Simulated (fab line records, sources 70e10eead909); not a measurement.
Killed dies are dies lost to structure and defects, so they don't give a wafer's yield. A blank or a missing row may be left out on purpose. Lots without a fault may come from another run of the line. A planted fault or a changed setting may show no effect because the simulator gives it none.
fab line records | flow nand_harc
record lots=13 wafers=39 last_day=33
route steps=1302 shown P_BONDPAD@377 A_SOURCE_PLATE@413 A_ONON_D1@433
lots that met no fault: from a run of the same line without faults
start_h: hours from the record's first day to the start of the lot's first wafer shown | wait_h: hours since the lot's step before | " the same as in the row above | L1.1+2: a row that stands for several wafers | - no value, or no start given | * or withheld: withheld | < > ~ a bound
route shown NAME@n: a module of which the file shows steps, and the number in the route of the first | usual: mean/standard deviation of fault-free wafers | same: alike in all rows | chamber/n: place in a boat | sites: the reading at each site | _std_site: their standard deviation | _edge_site: outer sites' mean less inner sites' | radius_mm: how far each site lies from the wafer's centre | mask NAME#n: copy n | behind: the tool/chamber that last shaped the wafer | hold: why the lot was held/for how many hours/how that ended | device: the transistor (n, p or np) that didn't switch | end of line: the same wafers' tests at the end of the route | a step without rows: its recipe alone | killed: dies lost to structure and defects at the first sort, not the wafer's yield | map: a wafer's dies, x killed, . not, _ none there
set.NAME: the setting as run; set.NAME@STEP: as run at that earlier step | model.NAME: the simulator's own value behind a step, which no gauge read
steps of the route over a sample of lots; a table a step, a row a wafer
services: from which hour (start_h, from the record's first day; less than 0 if before it) a tool's chamber was out of use, for how many hours, and why
## steps
# step NHARC_P_BONDPAD_PVD_27
# recipe target_thk_a=300 chamber_pressure_pa=5 power_w=5000 substrate_temp_c=30 time_s=20.49 material=Cu
# usual throttle_valve_pct=30.1/0.78
# same time_s=20.49
# columns lot.wafer tool chamber start_h wait_h throttle_valve_pct
L997.3 pvd_sputter-01 - - - 29.4
L997.1 " - " " 29.5
L997.2 " - " " 29.1
L999.2 pvd_sputter-02 - - - 30.3
L999.6 " - " " 29.2
L999.5 " - " " 30.3
L100.1 pvd_sputter-01 - - - 29.0
L100.3 " - " " 29.7
L100.5 " - " " 29.0
L101.2 pvd_sputter-03 - - - 30.2
L101.4 " - " " 31.4
L101.5 " - " " 30.1
L102.4 pvd_sputter-01 - - - 29.2
L102.2 " - " " 29.5
L102.5 " - " " 29.2
L103.3 pvd_sputter-02 - - - 30.4
L103.2 " - " " 30.6
L103.6 " - " " 30.2
L107.1 pvd_sputter-01 - - - 29.2
L107.5 " - " " 29.0
L107.6 " - " " 28.7
L111.1 pvd_sputter-03 - - - 31.7
L111.4 " - " " 30.5
L111.6 " - " " 30.6
L110.1 pvd_sputter-01 - - - 29.0
L110.2 " - " " 28.6
L110.4 " - " " 29.6
L112.1 pvd_sputter-02 - - - 31.0
L112.4 " - " " 30.5
L112.5 " - " " 29.6
L113.1 pvd_sputter-03 - - - 30.8
L113.4 " - " " 30.7
L113.6 " - " " 31.7
L119.2 pvd_sputter-03 - - - 31.1
L119.5 " - " " 30.6
L119.6 " - " " 31.9
L118.4 pvd_sputter-03 - - - 31.1
L118.2 " - " " 30.7
L118.6 " - " " 31.0
# step NHARC_A_SOURCE_PLATE_PRECLEAN_00
# recipe time_s=60 chemistry=HF-LAST
# same time_s=60
# columns lot.wafer tool chamber start_h wait_h
L997.1+3+2 wet_bench-09 7,0,3 148.38 0.1
L999.2+6+5 wet_bench-09 1,3,4 165.04 0.0
L100.5+1+3 wet_bench-03 3,4,0 178.89 0.0
L101.2+4+5 wet_bench-07 7,0,4 187.16 0.1
L102.5+4+2 wet_bench-07 6,7,2 197.51 0.1
L103.3+6+2 wet_bench-09 0,1,2 212.44 0.1
L107.6+1+5 wet_bench-07 0,2,5 251.54 0.0
L111.1+6+4 wet_bench-07 1,5,6 286.55 0.1
L110.4+1+2 wet_bench-03 5,6,1 289.33 0.1
L112.1+5+4 wet_bench-07 7,1,2 300.06 0.1
L113.4+6+1 wet_bench-09 2,3,4 308.89 0.1
L119.6+2+5 wet_bench-07 2,3,5 370.57 0.1
L118.6+2+4 wet_bench-07 2,4,5 372.04 0.0
# step NHARC_A_SOURCE_PLATE_INSPECT_08
# usual raw_defect_count=64/27
# columns lot.wafer tool chamber start_h wait_h hold raw_defect_count
L997.1 defect_inspect-02 - 169.16 0.0 - 53
L997.2 " - " " - 75
L997.3 " - " " - 58
L999.2 defect_inspect-02 - 184.83 0.0 - 61
L999.5 " - " " - 45
L999.6 " - " " - 34
L100.1 defect_inspect-02 - 200.95 0.0 - 76
L100.3 " - " " - 90
L100.5 " - " " - 82
L101.2 defect_inspect-02 - 207.79 0.0 - 38
L101.4 " - " " - 74
L101.5 " - " " - 39
L102.2 defect_inspect-01 - 218.30 0.0 - 65
L102.4 " - " " - 28
L102.5 " - " " - 56
L103.2 defect_inspect-01 - 235.68 0.0 - 41
L103.3 " - " " - 67
L103.6 " - " " - 32
L107.1 defect_inspect-01 - 272.71 0.0 - 80
L107.5 " - " " - 41
L107.6 " - " " - 38
L111.1 defect_inspect-02 - 307.69 0.1 await_dispo/0.2h/release 382
L111.4 " - " " await_dispo/0.2h/release 385
L111.6 " - " " await_dispo/0.2h/release 370
L111.1 defect_inspect-02 - 307.86 0.2 - 390
L111.4 " - " " - 386
L111.6 " - " " - 377
L110.1 defect_inspect-01 - 307.69 0.1 - 119
L110.2 " - " " - 49
L110.4 " - " " - 63
L112.1 defect_inspect-01 - 322.85 0.0 await_dispo/0.2h/release 362
L112.4 " - " " await_dispo/0.2h/release 374
L112.5 " - " " await_dispo/0.2h/release 391
L112.1 defect_inspect-01 - 323.03 0.2 - 364
L112.4 " - " " - 375
L112.5 " - " " - 384
L113.1 defect_inspect-02 - 335.43 0.0 - 38
L113.4 " - " " - 60
L113.6 " - " " - 32
L118.2 defect_inspect-01 - 391.81 0.0 - 116
L118.4 " - " " - 75
L118.6 " - " " - 63
L119.2 defect_inspect-02 - 391.81 0.0 - 34
L119.5 " - " " - 24
L119.6 " - " " - 38
# step NHARC_A_ONON_D1_THK_MEAS_14
# recipe thk_meas_gauge=ellipsometry
# usual thk_nm=1000/8.7
# columns lot.wafer tool chamber start_h wait_h thk_nm
L997.1 film_metro-02 - 172.01 - 1010
L997.2 " - " " 1008
L997.3 " - " " 1007
L999.2 film_metro-02 - 187.66 - 994
L999.5 " - " " 996
L999.6 " - " " 998
L100.1 film_metro-01 - 203.79 - 992
L100.3 " - " " 993
L100.5 " - " " 991
L101.2 film_metro-02 - 210.63 - 999
L101.4 " - " " 998
L101.5 " - " " 996
L102.2 film_metro-02 - 221.14 - 987
L102.4 " - " " 986
L102.5 " - " " 985
L103.2 film_metro-01 - 238.53 - 997
L103.3 " - " " 997
L103.6 " - " " 999
L107.1 film_metro-02 - 275.55 - 986
L107.5 " - " " 987
L107.6 " - " " 986
L110.1 film_metro-02 - 310.53 - 1006
L110.2 " - " " 1005
L110.4 " - " " 1005
L111.1 film_metro-01 - 313.20 - 1014
L111.4 " - " " 1013
L111.6 " - " " 1012
L112.1 film_metro-01 - 333.38 - 1001
L112.4 " - " " 998
L112.5 " - " " 999
L113.1 film_metro-01 - 338.27 - 1019
L113.4 " - " " 1019
L113.6 " - " " 1019
L118.2 film_metro-01 - 394.65 - 993
L118.4 " - " " 993
L118.6 " - " " 994
L119.2 film_metro-02 - 394.65 - 994
L119.5 " - " " 993
L119.6 " - " " 994
# step NHARC_A_ONON_D1_THK_MEAS_24
# recipe thk_meas_gauge=ellipsometry
# usual thk_nm=999/10
# columns lot.wafer tool chamber start_h wait_h thk_nm
L997.1 film_metro-02 - 181.22 - 992
L997.2 " - " " 992
L997.3 " - " " 990
L999.2 film_metro-01 - 196.64 - 1005
L999.5 " - " " 1007
L999.6 " - " " 1005
L100.1 film_metro-02 - 212.96 - 999
L100.3 " - " " 997
L100.5 " - " " 999
L101.2 film_metro-01 - 219.60 - 1012
L101.4 " - " " 1012
L101.5 " - " " 1010
L102.2 film_metro-01 - 230.99 - 1011
L102.4 " - " " 1011
L102.5 " - " " 1011
L103.2 film_metro-02 - 250.81 - 997
L103.3 " - " " 998
L103.6 " - " " 997
L107.1 film_metro-01 - 287.04 - 994
L107.5 " - " " 994
L107.6 " - " " 994
L110.1 film_metro-01 - 319.45 - 1003
L110.2 " - " " 1002
L110.4 " - " " 1004
L111.1 film_metro-02 - 319.49 - 989
L111.4 " - " " 989
L111.6 " - " " 989
L112.1 film_metro-01 - 338.93 - 1008
L112.4 " - " " 1008
L112.5 " - " " 1008
L113.1 film_metro-01 - 347.23 - 983
L113.4 " - " " 983
L113.6 " - " " 981
L118.2 film_metro-01 - 405.11 - 1022
L118.4 " - " " 1020
L118.6 " - " " 1021
L119.2 film_metro-02 - 405.13 - 1014
L119.5 " - " " 1012
L119.6 " - " " 1012
## services
# columns tool chamber start_h hours kind
pvd_sputter-02 - 138.90 4.1 repair
pvd_sputter-01 - 156.58 5.9 repair
wet_bench-07 - 160.00 8.0 pm
wet_bench-07 0 168.00 - consumable_replace:bath
wet_bench-07 0 168.00 - consumable_replace:filter
wet_bench-07 1 168.00 - consumable_replace:bath
wet_bench-07 1 168.00 - consumable_replace:filter
wet_bench-07 2 168.00 - consumable_replace:bath
wet_bench-07 2 168.00 - consumable_replace:filter
pvd_sputter-03 - 168.54 2.1 repair
pvd_sputter-01 - 169.99 3.9 repair
wet_bench-09 - 176.80 8.0 pm
pvd_sputter-01 - 180.12 8.5 repair
wet_bench-03 - 210.40 8.0 pm
wet_bench-07 - 212.66 5.4 repair
pvd_sputter-01 - 226.00 10.0 pm
pvd_sputter-01 - 243.73 0.8 repair
pvd_sputter-02 - 282.00 10.0 pm
pvd_sputter-03 - 335.52 4.4 repair
wet_bench-07 - 336.00 8.0 pm
pvd_sputter-03 - 348.63 10.0 pm
wet_bench-09 - 352.80 8.0 pm
wet_bench-03 - 361.87 2.5 repair
pvd_sputter-01 - 362.15 6.2 repair
## key
first_sign step=NHARC_A_SOURCE_PLATE_INSPECT_08 reading=visit direction=added
effect step=NHARC_A_SOURCE_PLATE_INSPECT_08 reading=raw_defect_count direction=up sigmas=12 usual=64 struck=377
met_at NHARC_A_SOURCE_PLATE_PRECLEAN_00
struck_lots L111,L112
scrapped_behind NHARC_A_CHANNEL_HOLE_D1_INSPECT_12 L111.1,L111.4,L111.6,L112.1,L112.4,L112.5
not_acting_at NHARC_P_BONDPAD_PVD_27,NHARC_A_ONON_D1_THK_MEAS_14,NHARC_A_ONON_D1_THK_MEAS_24
onset_between 251.54 286.55
fault kind=chamber_particle_source tool=wet_bench-07 chamber=- onset_h=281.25 steps=NHARC_A_SOURCE_PLATE_PRECLEAN_00 rate_per_visit_cm2=0.52663 end_h=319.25
